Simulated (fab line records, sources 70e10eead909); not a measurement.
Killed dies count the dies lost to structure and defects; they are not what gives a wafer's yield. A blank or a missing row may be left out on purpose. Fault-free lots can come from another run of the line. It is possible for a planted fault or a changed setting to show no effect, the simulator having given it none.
fab line records	flow nandHarc
record: lots: 5	wafers: 15	lastDay: 32
route steps=1302 shown A_CHANNEL_FILL_D2@618
lots that met no fault: from a run of the same line without faults
startH: hours from the record's first day to the start of the lot's first wafer shown	waitH: hours since the lot's step before	" unchanged from the row above	L1.1+2: one row covering several wafers at once	- either no value or no given start	* or withheld: withheld	< > ~ a bound
route shown NAME@n: NAME is a module with steps in the file, n the number in the route of the first one	usual: average and standard deviation across the fault-free wafers	same: alike in all rows	chamber/n: place in a boat	sites: readings site by site	_std_site: standard deviation across them	_edge_site: inner sites' mean taken away from outer sites' mean	radiusMm: for every site, how far away it sits from the centre of the wafer	mask NAME#n: copy n	behind: tool/chamber where the wafer was last shaped	hold: the reason the lot was held/the length of the hold in hours/how it ended	device: names the non-switching transistor (n, p or np)	end of line: tests of these same wafers at the route's end	where a step has no rows: the recipe by itself	killed: count of dies lost to structure and defects at first sort (not the wafer's yield)	map: dies across one wafer; x = killed, . = not, _ = none there
set.NAME: setting as actually run; set.NAME@STEP: the setting as run at that earlier step	model.NAME: the simulator's own value behind a step, which no gauge read
lots seen at some steps along the route; tables by step, rows by wafer
services: the hour from which a tool's chamber was out of use, counted from the record's first day as startH (under 0 if before that day), plus the number of hours and why
== steps ==
step: NHARC_A_CHANNEL_FILL_D2_CVD_18
recipe: targetThkA: 30	tempC: 550	material: poly-Si
usual: spikeTcUpperC: 549.4/1.2
lot.wafer	tool	chamber	startH	waitH	spikeTcUpperC
L074.1	lpcvdPoly-01	0	315.69	-	548.4
L074.2	"	0	"	"	549.4
L074.3	"	0	"	"	548.8
L081.2	lpcvdPoly-01	0	399.24	-	549.6
L081.3	"	0	"	"	549.8
L081.4	"	0	"	"	549.7
L083.1	lpcvdPoly-03	0	432.71	-	550.0
L083.5	"	0	"	"	549.1
L083.6	"	0	"	"	550.5
L086.2	lpcvdPoly-01	0	436.65	-	547.8
L086.3	"	0	"	"	549.5
L086.4	"	0	"	"	550.3
L094.2	lpcvdPoly-02	0	529.05	-	549.8
L094.3	"	0	"	"	550.0
L094.6	"	0	"	"	551.5
step: NHARC_A_CHANNEL_FILL_D2_ETCHBACK_19
recipe: targetDepthA: 50	timeS: 1.7	hbrFlowSccm: 150	cl2FlowSccm: 50	rfW: 400	icpW: 400	biasW: 100	chemistry: HBr/Cl2
usual: chamberPressureMTorr: 15.000/0.014	drypumpMotorCurrentA: 5.8/0.45	heBacksideLeakSccm: 2.7/0.33	oesProductAu: 0.997/0.01	throttleValvePct: 26.405/0.0098
lot.wafer	tool	chamber	startH	waitH	chamberPressureMTorr	drypumpMotorCurrentA	heBacksideLeakSccm	oesProductAu	rfHoursCounterH	throttleValvePct
L074.3	rieSi-02	3	317.77	0.4	15.016	5.6	2.6	0.980	0.2	26.396
L074.2	"	0	"	"	14.996	5.4	3.0	0.987	0.2	26.393
L074.1	"	1	"	"	15.001	5.8	2.9	0.990	0.2	26.409
L081.4	rieSi-06	0	401.32	0.4	15.020	6.3	2.3	0.993	0.9	26.405
L081.3	"	2	"	"	15.016	6.6	2.4	1.010	0.7	26.405
L081.2	"	3	"	"	14.977	6.5	2.9	1.015	0.8	26.418
L083.1	rieSi-04	0	434.78	0.4	14.972	6.3	2.7	0.994	0.6	26.395
L083.5	"	0	"	"	15.000	6.3	2.8	1.005	-	26.391
L083.6	"	1	"	"	14.990	5.7	2.4	0.999	-	26.395
L086.3	rieSi-04	1	438.71	0.4	15.005	5.8	2.4	0.989	0.6	26.416
L086.4	"	2	"	"	14.985	6.5	2.3	0.994	0.5	26.403
L086.2	"	3	"	"	14.999	5.3	2.4	0.994	0.6	26.393
L094.2	rieSi-04	3	531.12	0.4	15.003	5.3	2.4	0.997	0	26.396
L094.3	"	1	"	"	15.012	5.7	2.4	0.988	0	26.407
L094.6	"	3	"	"	14.992	5.2	2.4	0.993	-	26.406
step: NHARC_A_CHANNEL_FILL_D2_ETCHBACK_20
recipe: targetDepthA: 270	timeS: 13.5	c4f8FlowSccm: withheld	o2FlowSccm: 8	arFlowSccm: withheld	rfW: 600	biasW: 1500	chemistry: C4F8/O2/Ar
usual: chamberPressureMTorr: 24.999/0.022	oesProductAu: 0.988/0.024	rfVppV: 982/6.4
lot.wafer	tool	chamber	startH	waitH	chamberPressureMTorr	oesProductAu	rfHoursCounterH	rfVppV
L074.3	rieDiel-12	1	317.91	-	24.987	1.014	1	981
L074.2	"	2	"	"	25.010	1.022	1	988
L074.1	"	0	"	"	24.972	1.016	1	988
L081.3	rieDiel-03	1	401.44	-	24.984	0.944	2	970
L081.2	"	2	"	"	24.959	0.937	2	987
L081.4	"	3	"	"	25.013	0.959	2	972
L083.1	rieDiel-12	1	434.91	-	25.008	1.013	4	980
L083.5	"	1	"	"	24.994	1.014	-	980
L083.6	"	2	"	"	25.010	1.023	-	988
L086.3	rieDiel-03	3	438.84	-	24.969	0.941	3	970
L086.2	"	0	"	"	24.997	0.925	3	986
L086.4	"	1	"	"	24.958	0.925	4	970
L094.2	rieDiel-03	3	531.26	-	24.982	0.985	2	970
L094.3	"	0	"	"	25.004	0.992	2	986
L094.6	"	2	"	"	24.967	0.978	-	987
step: NHARC_A_CHANNEL_FILL_D2_STRIP_28
recipe: timeS: 20	o2FlowSccm: 500	arFlowSccm: 0	biasW: 0	chemistry: O2
usual: chamberPressureMTorr: 60.00/0.053	drypumpMotorCurrentA: 5.7/0.44	mfcArSccm: 0.006/0.0099	oesProductAu: 1.000/0.011	rfVppV: 58.0/0.87	showerheadPlenumPTorr: 3.62/0.16	throttleValvePct: 17.036/0.0098
lot.wafer	tool	chamber	startH	waitH	chamberPressureMTorr	drypumpMotorCurrentA	mfcArSccm	oesProductAu	rfHoursCounterH	rfVppV	showerheadPlenumPTorr	throttleValvePct
L074.3	rieDiel-12	2	318.02	0.1	59.98	6.7	0	1.008	1	57.8	3.75	17.033
L074.1	"	0	"	"	60.00	5.6	0	1.015	1	57.6	3.79	17.046
L074.2	"	1	"	"	60.09	5.6	0	1.012	1	57.8	3.59	17.039
L081.3	rieDiel-03	3	401.53	0.1	59.92	5.6	0.020	1.000	2	56.7	3.36	17.042
L081.4	"	0	"	"	60.00	5.2	0	0.993	2	56.7	3.71	17.031
L081.2	"	1	"	"	59.99	6.1	0	0.984	2	57.8	3.33	17.017
L083.1	rieDiel-12	3	435.00	0.1	59.99	5.8	0.021	0.992	4	57.8	3.58	17.020
L083.5	"	3	"	"	60.03	5.8	0.021	1.003	-	58.4	3.58	17.037
L083.6	"	0	"	"	60.09	5.7	0	1.029	-	58.8	3.78	17.032
L086.2	rieDiel-03	2	438.93	0.1	60.10	5.2	0.005	0.990	4	58.9	3.77	17.037
L086.4	"	3	"	"	60.05	5.6	0.020	1.013	3	56.8	3.36	17.028
L086.3	"	0	"	"	60.03	5.2	0	0.989	3	57.6	3.71	17.056
L094.3	rieDiel-03	3	531.34	0.1	60.14	5.6	0.020	0.989	2	57.5	3.36	17.027
L094.2	"	2	"	"	60.02	5.2	0.005	0.975	2	58.9	3.77	17.050
L094.6	"	0	"	"	59.92	5.2	0	0.982	-	58.1	3.71	17.043
step: NHARC_A_CHANNEL_FILL_D2_PRECLEAN_21
recipe: timeS: 30	chemistry: dHF
lot.wafer	tool	chamber	startH	waitH
L074.1+3+2	wetBench-07	3,7,0	318.12	-
L081.3+4+2	wetBench-09	4,6,7	401.63	-
L083.5+6+1	wetBench-07	4,5,7	435.10	-
L086.4+3+2	wetBench-09	7,0,3	439.03	-
L094.6+3+2	wetBench-07	7,0,2	531.44	-
step: NHARC_A_CHANNEL_FILL_D2_SRD_23
lot.wafer	tool	chamber	startH	waitH
L074.1+3+2	wetBench-07	3,7,0	318.15	0.0
L081.3+4+2	wetBench-09	4,6,7	401.66	0.0
L083.5+6+1	wetBench-07	4,5,7	435.12	0.0
L086.4+3+2	wetBench-09	7,0,3	439.06	0.0
L094.6+3+2	wetBench-07	7,0,2	531.46	0.0
step: NHARC_A_CHANNEL_FILL_D2_CVD_05
recipe: targetThkA: 50	tempC: 550	material: poly-Si
usual: spikeTcUpperC: 549.8/1.4
lot.wafer	tool	chamber	startH	waitH	spikeTcUpperC
L074.1	lpcvdPoly-03	0	320.51	2.4	550.0
L074.2	"	0	"	"	549.1
L074.3	"	0	"	"	551.3
L081.2	lpcvdPoly-01	0	404.88	3.2	548.6
L081.3	"	0	"	"	550.1
L081.4	"	0	"	"	550.6
L083.1	lpcvdPoly-03	0	437.55	2.4	548.9
L083.5	"	0	"	"	550.3
L083.6	"	0	"	"	549.7
L086.2	lpcvdPoly-01	0	441.37	2.3	548.0
L086.3	"	0	"	"	549.7
L086.4	"	0	"	"	549.1
L094.2	lpcvdPoly-01	0	533.74	2.3	546.8
L094.3	"	0	"	"	549.6
L094.6	"	0	"	"	548.9
step: NHARC_A_CHANNEL_FILL_D2_ANNEAL_22
recipe: tempC: 620	timeS: 7200
usual: spikeTcUpperC: 620.7/1.4
lot.wafer	tool	chamber	startH	waitH	spikeTcUpperC
L074.1	furnace-08	0	326.00	3.6	621.3
L074.2	"	0	"	"	621.4
L074.3	"	0	"	"	620.0
L081.2	furnace-03	0	411.32	4.6	619.3
L081.3	"	0	"	"	618.3
L081.4	"	0	"	"	618.8
L083.1	furnace-05	0	442.34	2.9	621.1
L083.5	"	0	"	"	622.1
L083.6	"	0	"	"	620.9
L086.2	furnace-08	0	446.63	3.4	620.3
L086.3	"	0	"	"	619.7
L086.4	"	0	"	"	623.4
L094.2	furnace-03	0	539.06	3.5	618.6
L094.3	"	0	"	"	620.2
L094.6	"	0	"	"	621.3
step: NHARC_A_CHANNEL_FILL_D2_ALD_25
recipe: targetThkA: 600	pulseTimeS: 10	aldCycles: 600	tempC: 300	material: SiOx
usual: heaterPowerW: 478/31	precursorPulseHeightRel: 1.001/0.019
lot.wafer	tool	chamber	startH	waitH	heaterPowerW	precursorPulseHeightRel
L074.3	aldHk-02	2	330.00	0.0	442	1.010
L074.1	"	0	331.24	1.3	491	1.007
L074.2	"	1	"	"	502	1.010
L081.4	aldHk-01	0	415.35	0.1	489	1.013
L081.2	"	2	416.60	1.3	433	1.009
L081.3	"	3	"	"	463	1.011
L083.1	aldHk-02	0	447.67	1.4	500	1.004
L083.5	"	2	448.92	2.6	442	1.003
L083.6	"	3	"	"	477	1.013
L086.4	aldHk-01	1	450.68	0.1	543	1.009
L086.2	"	2	"	"	425	0.992
L086.3	"	0	452.52	1.9	486	0.989
L094.2	aldHk-01	0	543.06	0.1	486	1.003
L094.3	"	3	544.93	1.9	486	1.021
L094.6	"	1	546.17	3.2	504	0.992
step: NHARC_A_CHANNEL_FILL_D2_ETCHBACK_08
recipe: targetDepthA: 2200	timeS: 110	c4f8FlowSccm: 20	arFlowSccm: withheld	rfW: 600	biasW: 300	chemistry: C4F8
usual: chamberPressureMTorr: 24.997/0.024	oesProductAu: 0.97/0.037	rfVppV: 442/3.3
lot.wafer	tool	chamber	startH	waitH	chamberPressureMTorr	oesProductAu	rfHoursCounterH	rfVppV
L074.2	rieDiel-03	0	-	-	24.988	1.00	1	444
L074.3	"	1	"	"	24.984	1.00	1	436
L074.1	"	2	"	"	25.001	1.01	1	447
L081.2	rieDiel-12	0	-	-	24.966	1.02	4	444
L081.4	"	2	"	"	24.979	1.03	4	445
L081.3	"	3	"	"	25.001	1.01	3	442
L083.1	rieDiel-03	2	-	-	24.957	0.99	4	446
L083.5	"	3	"	"	25.029	1.02	-	438
L083.6	"	0	"	"	25.006	0.99	-	444
L086.2	rieDiel-11	3	-	-	24.995	1.02	1	445
L086.3	"	1	"	"	25.007	1.01	1	438
L086.4	"	2	"	"	24.988	1.02	1	440
L094.2	rieDiel-03	3	-	-	25.021	0.92	3	437
L094.3	"	0	"	"	25.019	0.91	3	443
L094.6	"	2	"	"	25.019	0.91	-	446
step: NHARC_A_CHANNEL_FILL_D2_STRIP_29
recipe: timeS: 20	o2FlowSccm: 500	arFlowSccm: 0	biasW: 0	chemistry: O2
usual: chamberPressureMTorr: 60.00/0.053	drypumpMotorCurrentA: 5.7/0.43	mfcArSccm: 0.006/0.0095	oesProductAu: 0.997/0.01	rfVppV: 57.8/0.98	showerheadPlenumPTorr: 3.59/0.17	throttleValvePct: 17.036/0.009
lot.wafer	tool	chamber	startH	waitH	chamberPressureMTorr	drypumpMotorCurrentA	mfcArSccm	oesProductAu	rfHoursCounterH	rfVppV	showerheadPlenumPTorr	throttleValvePct
L074.1	rieDiel-03	1	-	-	60.05	6.1	0	0.997	1	56.0	3.33	17.045
L074.2	"	2	"	"	60.04	5.2	0.005	1.011	1	57.7	3.77	17.030
L074.3	"	0	"	"	59.99	5.2	0	0.989	1	59.6	3.71	17.032
L081.3	rieDiel-12	0	-	-	59.90	5.6	0	1.011	4	56.5	3.79	17.025
L081.4	"	1	"	"	60.04	5.6	0	1.011	3	57.8	3.59	17.040
L081.2	"	3	"	"	59.97	5.8	0.021	0.992	3	57.9	3.58	17.049
L083.1	rieDiel-03	3	-	-	59.98	5.6	0.020	1.014	4	58.3	3.36	17.040
L083.6	"	2	"	"	59.99	5.2	0.005	0.995	-	60.2	3.77	17.039
L083.5	"	3	"	"	60.03	5.6	0.020	1.020	-	57.8	3.36	17.040
L086.4	rieDiel-11	2	-	-	59.96	5.2	0	1.008	1	56.5	3.64	17.026
L086.2	"	0	"	"	59.88	6.0	0	1.004	1	58.1	3.74	17.039
L086.3	"	1	"	"	59.95	5.8	0.034	0.997	1	57.4	3.41	17.028
L094.2	rieDiel-03	0	-	-	59.97	5.2	0	0.983	3	58.1	3.71	17.038
L094.3	"	1	"	"	59.97	6.1	0	0.981	3	59.1	3.33	17.025
L094.6	"	0	"	"	59.94	5.2	0	0.986	-	59.2	3.71	17.036
== services ==
tool	chamber	startH	hours	kind
aldHk-01	-	296.00	10.0	pm
rieDiel-03	2	307.57	6.0	repair
rieDiel-12	3	309.12	18.7	repair
furnace-03	-	320.60	26.0	pm
wetBench-07	-	336.00	8.0	pm
rieSi-04	-	342.00	9.0	pm
rieDiel-11	-	349.18	0.6	repair
aldHk-02	-	351.14	10.0	pm
wetBench-09	-	352.80	8.0	pm
rieSi-04	0	362.65	1.1	repair
rieDiel-12	0	365.39	4.5	repair
lpcvdPoly-03	-	386.00	26.0	pm
rieDiel-12	3	391.62	5.9	repair
rieDiel-11	-	432.67	9.0	pm
aldHk-02	-	440.40	2.7	repair
rieDiel-12	-	445.40	9.0	pm
rieDiel-03	-	458.30	9.0	pm
rieDiel-11	1	478.19	2.9	repair
rieDiel-03	2	484.64	1.9	repair
rieDiel-12	-	488.89	0.6	repair
wetBench-07	-	512.00	8.0	pm
rieSi-04	-	519.00	9.0	pm
wetBench-09	-	528.80	8.0	pm
rieSi-04	2	547.13	1.2	repair
== key ==
fault none
